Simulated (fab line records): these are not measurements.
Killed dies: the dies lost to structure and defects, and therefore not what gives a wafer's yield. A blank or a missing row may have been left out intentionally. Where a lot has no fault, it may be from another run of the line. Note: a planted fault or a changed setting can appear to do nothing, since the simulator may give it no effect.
Code-filled problem report in 8D (eight disciplines) form    flow n5Finfet    the parts of the form that need people (team, actions taken, sign-off) are left out
Where a reading is given only as a bound, like >300, the bound stands for it, and a mean or a difference that rests on one is marked > or <: the true number lies beyond.

1. WHAT IS WRONG
rawDefectCount at N5_PASSIVATION_INSPECT_61 reads a mean of >297 on 6 wafers of 2 lots; wafers without a fault read 1.9 with a standard deviation of 1.4. That is +99 or more standard deviations from the usual mean.
The step: inspects for defects (macro).
First observed at day 16 02:16: wafer L351.2, on defectInspect-02. Wafers with a number at this step in the record: 12, from 4 lots. The rule behind "out" and "out of limits": a value lying over 4 standard deviations away from the usual mean. Any other wafer with a number is counted as sound.

2. WHAT IT IS AND WHAT IT IS NOT
question                     is                      is not
which readings at this step  rawDefectCount          -
which lots                   L351, L354              L346, L359
which wafers of those lots   all that have a number  -
read on which gauges         defectInspect-02        -
when                         from day 16 02:16       up to then (3 sound wafers); but 3 sound wafers of L359 came after

3. SUSPECTS, AND WHAT RULES EACH OUT
Counting: a tool stays on the suspect list if, at a process step up to the reading, it processed all lots that are out and no sound lot following the first of them.
- ruled out: the gauge at N5_PASSIVATION_INSPECT_61. All the wafers that are out were read on defectInspect-02, but those of them that N5_PASSIVATION_PROBE_49 has rows for are out there too, on other tools.
- rieDiel-01 at N5_MIM_BOT_ETCH_STRIP_01 (strips in O2): kept. All lots that are out passed through it, beginning with L351 at day 15 23:47, and no sound lot followed; its final sound lot before that point was L346 at day 14 07:37.
After counting, what remains is rieDiel-01 at N5_MIM_BOT_ETCH_STRIP_01.

4. THE CAUSE (what the simulator had put in)
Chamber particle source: rieDiel-01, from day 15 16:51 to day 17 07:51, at N5_MIM_BOT_ETCH_STRIP_01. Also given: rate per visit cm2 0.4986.
The count eliminated every tool but this one.

5. THE EFFECT CHAIN, in route order
Rows list readings where the struck wafers' mean (over those with a number) sits beyond 3 standard deviations from the usual. Only readings for which the record gives a usual standard deviation are gone through. hours: the time from each lot's start at the first step in this table that gives one to its start at this step, as a median over the lots. sigmas: the change in usual standard deviations.
hours  step                       reading              usual   on struck wafers  change  sigmas
0      N5_PASSIVATION_INSPECT_61  rawDefectCount       1.9     >297              >+295   +99 or more
7      N5_PASSIVATION_PROBE_49    defectLimitedYield   91.1 %  83.4              -7.7    -4.8
7      N5_PASSIVATION_PROBE_49    killedAtOther        4       104               +100    +32
7      N5_PASSIVATION_PROBE_49    killedDies           105     196               +91     +5.1
7      N5_PASSIVATION_PROBE_49    sort_bin_5_function  5.2 %   10.6              +5.4    +5.7
7      N5_PASSIVATION_PROBE_49    sortNPass            1075    984               -91     -4.8
7      N5_PASSIVATION_PROBE_49    sortYieldPct         91.1 %  83.4              -7.7    -4.8
It contains these process steps:
- N5_PASSIVATION_PROBE_49

6. HOW IT WOULD HAVE BEEN CAUGHT EARLIER
Counted from the fault's start at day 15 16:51, it took 9 hours until the first out-of-limits reading at a measuring or inspecting step in this record, taken at day 16 02:16.
Of the tool readings at N5_MIM_BOT_ETCH_STRIP_01 for which the record gives a usual standard deviation, none was out on any struck wafer, so an alarm limit of 4 standard deviations on them would not have fired.
Of the lots that are out (2), L354 began N5_MIM_BOT_ETCH_STRIP_01 on rieDiel-01 after day 16 02:16. Holding the tool at that time would have saved it.
